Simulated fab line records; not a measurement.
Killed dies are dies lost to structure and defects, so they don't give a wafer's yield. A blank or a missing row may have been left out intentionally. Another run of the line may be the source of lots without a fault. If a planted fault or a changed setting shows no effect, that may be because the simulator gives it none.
Which tool is to blame?	flow n5Finfet	11 lots, 33 wafers sampled, at 5 steps of a route of 1938

== WHAT THE GAUGES READ, wafer by wafer ==
No reading from a measuring or inspecting step in the record can be judged against a usual standard deviation.

== EACH LOT AND THE TOOL THAT RAN IT (in order: tool; ch and the chambers of the sampled wafers; start) ==
lot	N5_BEOL_M3_PRE_CLEAN_45	N5_PASSIVATION_PECVD_55	N5_PASSIVATION_DESCUM_12	N5_PASSIVATION_PECVD_35	N5_PASSIVATION_PROBE_49
L331	pvdSputter-01, day 7 10:55	pecvd-02 ch 0,1,2, day 12 02:38	rieDiel-05 ch 1,2,3, day 12 04:16	pecvd-01 ch 0,1,2, day 12 07:17	-
L334	pvdSputter-03, day 7 14:01	pecvd-03 ch 1,2, day 12 05:54	rieDiel-03 ch 2,3, day 12 08:19	pecvd-04 ch 0,1, day 12 11:00	-
L332	pvdSputter-02, day 7 14:26	pecvd-04 ch 0,1,2, day 12 07:57	rieDiel-05 ch 0,1,2, day 12 08:56	pecvd-01 ch 0,1,2, day 12 12:56	-
L333	pvdSputter-02, day 7 18:35	pecvd-03 ch 1,2, day 12 08:09	rieDiel-03 ch 1,2,3, day 12 10:04	pecvd-04 ch 0,2, day 12 13:29	-
L336	pvdSputter-02, day 8 16:58	pecvd-03 ch 0,1, day 13 04:42	rieDiel-05 ch 0,1,2, day 13 08:13	pecvd-03 ch 1,2, day 13 11:13	-
L337	pvdSputter-01, day 8 20:26	pecvd-02 ch 0,1, day 13 06:56	rieDiel-03 ch 2,3, day 13 08:53	pecvd-04 ch 0,2, day 13 11:53	-
L338	pvdSputter-02, day 8 21:53	pecvd-04 ch 0,1,2, day 13 12:02	rieDiel-03 ch 1,2, day 13 12:56	pecvd-03 ch 0,2, day 13 16:41	-
L341	pvdSputter-02, day 9 09:28	pecvd-04 ch 0,1, day 13 22:07	rieDiel-05 ch 0,2,3, day 14 00:22	pecvd-04 ch 0,1,2, day 14 02:55	prober-02, day 14 06:37
L342	pvdSputter-02, day 10 02:46	pecvd-04 ch 0,1, day 14 03:16	rieDiel-03 ch 1,3, day 14 04:14	pecvd-01 ch 1,2, day 14 08:19	prober-02, day 14 11:56
L350	pvdSputter-03, day 12 01:23	pecvd-03 ch 0,1,2, day 16 21:54	rieDiel-03 ch 1,2,3, day 16 22:57	pecvd-04 ch 0,2, day 17 01:55	-
L353	pvdSputter-03, day 12 20:59	pecvd-04 ch 0,1, day 17 11:57	rieDiel-05 ch 1,3, day 17 12:50	pecvd-04 ch 0,1,2, day 17 15:42	prober-02, day 17 19:28
- N5_BEOL_M3_PRE_CLEAN_45: time 30 s.
- N5_PASSIVATION_PECVD_55: deposits SiO2 from SiH4/N2O, target thk 400 nm, time 22.5 s.
- N5_PASSIVATION_DESCUM_12: chemistry O2, time 7.9 s.
- N5_PASSIVATION_PECVD_35: deposits SiNx from SiH4/NH3/N2, target thk 700 nm, time 151.3 s.
- N5_PASSIVATION_PROBE_49

== WHAT THE TOOLS THEMSELVES READ (means of the sampled wafers that have a number; where no wafer has one, the mark that the record gives instead) ==
N5_BEOL_M3_PRE_CLEAN_45. Usual: heaterPowerW at 342 W, with a standard deviation of 34.
lot	tool	heaterPowerW (W)	flag
L331	pvdSputter-01	329	
L334	pvdSputter-03	351	
L332	pvdSputter-02	352	
L333	pvdSputter-02	346	
L336	pvdSputter-02	313	
L337	pvdSputter-01	315	
L338	pvdSputter-02	357	
L341	pvdSputter-02	359	
L342	pvdSputter-02	342	
L350	pvdSputter-03	329	
L353	pvdSputter-03	346	

N5_PASSIVATION_PECVD_55. Usual: heaterPowerOuterW 385 W, standard deviation 77; heaterPowerW 654 W, standard deviation 110; showerheadPlenumPTorr 8.17 Torr, standard deviation 0.12; showerheadVppV 1510 V, standard deviation 47; throttleValvePct 51.8 %, standard deviation 2.6.
lot	tool	heaterPowerOuterW (W)	heaterPowerW (W)	showerheadPlenumPTorr (Torr)	showerheadVppV (V)	throttleValvePct (%)	flag
L331	pecvd-02	306	575	8.01	1531	52.2	
L334	pecvd-03	403	687	8.19	1508	51.2	
L332	pecvd-04	462	754	8.19	1499	50.8	
L333	pecvd-03	396	650	8.24	1523	52.0	
L336	pecvd-03	365	577	8.34	1464	51.8	
L337	pecvd-02	335	622	8.03	1533	55.2	
L338	pecvd-04	435	732	8.20	1503	50.9	
L341	pecvd-04	408	679	8.15	1510	52.5	
L342	pecvd-04	449	727	8.20	1471	51.4	
L350	pecvd-03	390	639	8.25	1491	51.5	
L353	pecvd-04	378	654	8.17	1501	52.5	

N5_PASSIVATION_DESCUM_12. Usual: drypumpMotorCurrentA 5.6 A, standard deviation 0.62; oesProductAu 0.78 a.u., standard deviation 0.088; rfVppV 242.6 V, standard deviation 1.7; showerheadPlenumPTorr 2.06 Torr, standard deviation 0.091; throttleValvePct 20.38 %, standard deviation 0.19.
lot	tool	drypumpMotorCurrentA (A)	oesProductAu (a.u.)	rfVppV (V)	showerheadPlenumPTorr (Torr)	throttleValvePct (%)	flag
L331	rieDiel-05	6.3	0.78	242.4	2.01	20.51	
L334	rieDiel-03	5.2	0.74	241.2	2.01	20.28	
L332	rieDiel-05	5.6	0.82	241.1	2.03	20.41	
L333	rieDiel-03	5.3	0.73	242.0	2.09	20.32	
L336	rieDiel-05	5.7	0.81	242.0	2.02	20.43	
L337	rieDiel-03	5.2	0.73	243.0	2.08	20.36	
L338	rieDiel-03	5.3	0.72	244.1	2.16	20.37	
L341	rieDiel-05	5.9	0.74	241.5	2.00	20.46	
L342	rieDiel-03	5.4	0.72	242.4	2.08	20.32	
L350	rieDiel-03	5.3	0.70	242.8	2.07	20.37	
L353	rieDiel-05	6.5	0.76	241.2	2.00	20.47	

N5_PASSIVATION_PECVD_35. Usual: heaterPowerOuterW 207 W, standard deviation 82; heaterPowerW 430 W, standard deviation 120; showerheadPlenumPTorr 8.69 Torr, standard deviation 0.064; showerheadVppV 2298 V, standard deviation 68; throttleValvePct 29.3 %, standard deviation 1.2.
lot	tool	heaterPowerOuterW (W)	heaterPowerW (W)	showerheadPlenumPTorr (Torr)	showerheadVppV (V)	throttleValvePct (%)	flag
L331	pecvd-01	205	466	8.64	2309	30.0	
L334	pecvd-04	206	418	8.67	2276	29.7	
L332	pecvd-01	203	464	8.64	2287	29.9	
L333	pecvd-04	214	427	8.71	2347	28.4	
L336	pecvd-03	185	391	8.68	2349	29.0	
L337	pecvd-04	208	419	8.70	2372	28.7	
L338	pecvd-03	217	424	8.70	2276	28.7	
L341	pecvd-04	223	440	8.69	2289	28.8	
L342	pecvd-01	196	427	8.60	2326	29.2	
L350	pecvd-04	233	456	8.71	2366	29.0	
L353	pecvd-04	269	508	8.71	2278	28.9	

N5_PASSIVATION_PROBE_49. Usual: defectLimitedYield 91.1 %, standard deviation 1.3; killed_at_M0_to_M3 36, standard deviation 10; killed_at_M4_up 14, standard deviation 4.4; killedAtContacts 14, standard deviation 5.7; killedAtFrontEnd 39, standard deviation 9.4; killedAtOther 2.9, standard deviation 2.6; killedDies 105, standard deviation 15; killedOpen 70, standard deviation 12; killedShort 34, standard deviation 7.1; sort_bin_5_function 5.3 %, standard deviation 0.77; sort_bin_6_memory 3.3 %, standard deviation 0.66; sortNPass 1075, standard deviation 15; sortYieldPct 91.1 %, standard deviation 1.3.
lot	tool	defectLimitedYield (%)	killed_at_M0_to_M3	killed_at_M4_up	killedAtContacts	killedAtFrontEnd	killedAtOther	killedDies	killedOpen	killedShort	sort_bin_5_function (%)	sort_bin_6_memory (%)	sortNPass	sortYieldPct (%)	flag
L341	prober-02	80.7	172	14	9	32	1.0	228	67	27	11.6	3.8	952	80.7	OFF
L342	prober-02	83.8	143	10	12	21	5.3	192	43	23	9.3	3.2	988	83.8	OFF
L353	prober-02	92.6	24	16	14	32	1.3	87	59	25	4.6	2.4	1093	92.6	

== THE ANSWER, worked out from the rows above alone ==
Rule: a lot is off if the mean of its wafers that have a number lies more than 3 standard deviations from the usual mean. A lot without any number at a reading at which 4 lots or more have one is off too. Any other lot the step has rows for is counted as sound. The gauges are gone through in route order, then the tools' own readings, and for those a lot's mean is taken as printed above. The first step at which some lot is off is used, and at that step the reading that is off furthest; a lot without a number counts as furthest.
Off at N5_PASSIVATION_PROBE_49 (killed_at_M0_to_M3): L341, L342. Neither off nor sound, because the step has no rows for them: L331, L334, L332, L333, L336, L337, L338, L350.
If a tool, at that step or one of the process steps before it, ran each lot that is off and ran no sound lot following the first of them, it fits. One fits: pvdSputter-02 at N5_BEOL_M3_PRE_CLEAN_45. It ran no sound lot before its first lot that is off in this sample, so the start can't be narrowed down.

== WHAT THE SIMULATOR HAD INSERTED ==
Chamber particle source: pvdSputter-02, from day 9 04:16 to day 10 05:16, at N5_BEOL_M3_PRE_CLEAN_45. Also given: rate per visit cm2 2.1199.
Shown lots that were struck: L341, L342. The same result came from the rule above.
